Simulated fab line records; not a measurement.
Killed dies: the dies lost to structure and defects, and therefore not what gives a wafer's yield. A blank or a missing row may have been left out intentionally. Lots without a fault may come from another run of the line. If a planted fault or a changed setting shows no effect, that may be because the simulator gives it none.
A struck lot beside a sound one | flow n5-finfet | 14 out of 1938 route steps
Sound: wafers L700.1, L700.2, L700.5. The struck wafers were L711.3, L711.5. The cause comes at the end.
For every step that has rows: the tool of each side, followed by ch and its chambers, followed by its first start. Under that, the readings that differ: sound wafers | struck wafers | difference of the means | sigmas: that difference in standard deviations of wafers without a fault.
alike: a reading whose means differ by less than 2 such deviations, as well as words and numbers matching on both sides. not compared: withheld readings; readings where some wafer has no value; bounds like >300 that might hide an equal value; numbers whose values overlap and for which the record gives no deviation.
Wherever a step has rows on one side only, a row that says differs or no value, or a row with sigmas, the two part there. Numbers that have no deviation but don't overlap get no sigmas and don't part them. A reading that every wafer of one side lacks parts them only if that side has two wafers or more.

first, 2 steps without rows for these wafers: N5_BEOL_M7_PRECLEAN_42 (cleans in residue remover, time 60 s); N5_BEOL_M7_SRD_43 (time 30 s).
N5_BEOL_M7_CD_MEAS_35 targets a cd of 40 nm.
  sound on cd-sem-02 at day 10 19:48; struck on cd-sem-01 at day 13 05:08
  alike: cd-nm
N5_BEOL_M7_CURE_75: cures SiCOH lowk, time 120 s.
  sound on uv-cure-02 ch 2, day 10 19:50; struck on uv-cure-03 ch 2, day 13 06:17
  alike: lamp-power-pct, wafer_temp_C_max
then, 2 steps without rows for these wafers: N5_BEOL_M7_DEGAS_44 (time 60 s); N5_BEOL_M7_PRE_CLEAN_45 (time 30 s).
N5_BEOL_M7_ALD_77: deposits TaN, target thk 2 nm, pulse time 2 s, purge time 3 s.
  sound on ald-metal-03 ch 0,2, day 10 20:20; struck on ald-metal-01 ch 0,2, day 13 06:37
  alike: heater-power-w
N5_BEOL_M7_SURFACE_TREAT_79:
  sound on pvd-sputter-02 at day 10 20:45; struck on pvd-sputter-03 at day 13 06:53
  not compared: throttle-valve-pct
then, 1 step without rows for these wafers: N5_BEOL_M7_CVD_78 (deposits Co from CCTBA/H2, target thk 2 nm, time 142.3 s).
N5_BEOL_M7_SPUTTER_48: material Cu, target thk 10 nm, time 1.667 s.
  sound on pvd-sputter-03 at day 10 22:30; struck on pvd-sputter-03 at day 13 07:04
  alike: chamber-pressure-pa, throttle-valve-pct
then, 1 step without rows for these wafers: N5_BEOL_M7_ECD_50 (material Cu, target thk 300 nm).
N5_BEOL_M7_ANNEAL_51: time 90 s.
  sound on rtp-anneal-01 ch 0, day 10 22:43; struck on rtp-anneal-02 ch 0, day 13 07:22
  alike: wafer_temp_C_max
N5_BEOL_M7_CMP_52: polishes, stops on SiCOH lowk, t overpolish 6.9 s, target thk 80 nm.
  sound on cmp-03 ch 0,2, day 10 23:03; struck on cmp-03 ch 1, day 13 07:37
  reading                                | sound          | struck    | difference | sigmas
  barrier-field-endpoint-s (s)           | 28.6 27.6 28.8 | 15.6 15.7 | -12.7      | -20
  time-to-endpoint-s (s)                 | 67.3 61.3 64.4 | 37.5 34.2 | -28.5      | -14
  model.Cu_of_BEOL_M7_ECD_50.thk-nm (nm) | 79.6 79.2 79.2 | 73.4 74.4 | -5.4       |
  alike: motor-current-A, overpolish-run-s
next, for these wafers, 1 step has no rows: N5_PASSIVATION_PROBE_49.

== WHERE THEY PART ==
Only at N5_BEOL_M7_CMP_52, within this record.

WHY: what the simulator had put in
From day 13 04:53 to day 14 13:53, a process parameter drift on cmp-03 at N5_BEOL_M7_CMP_52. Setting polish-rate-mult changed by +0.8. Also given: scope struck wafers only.
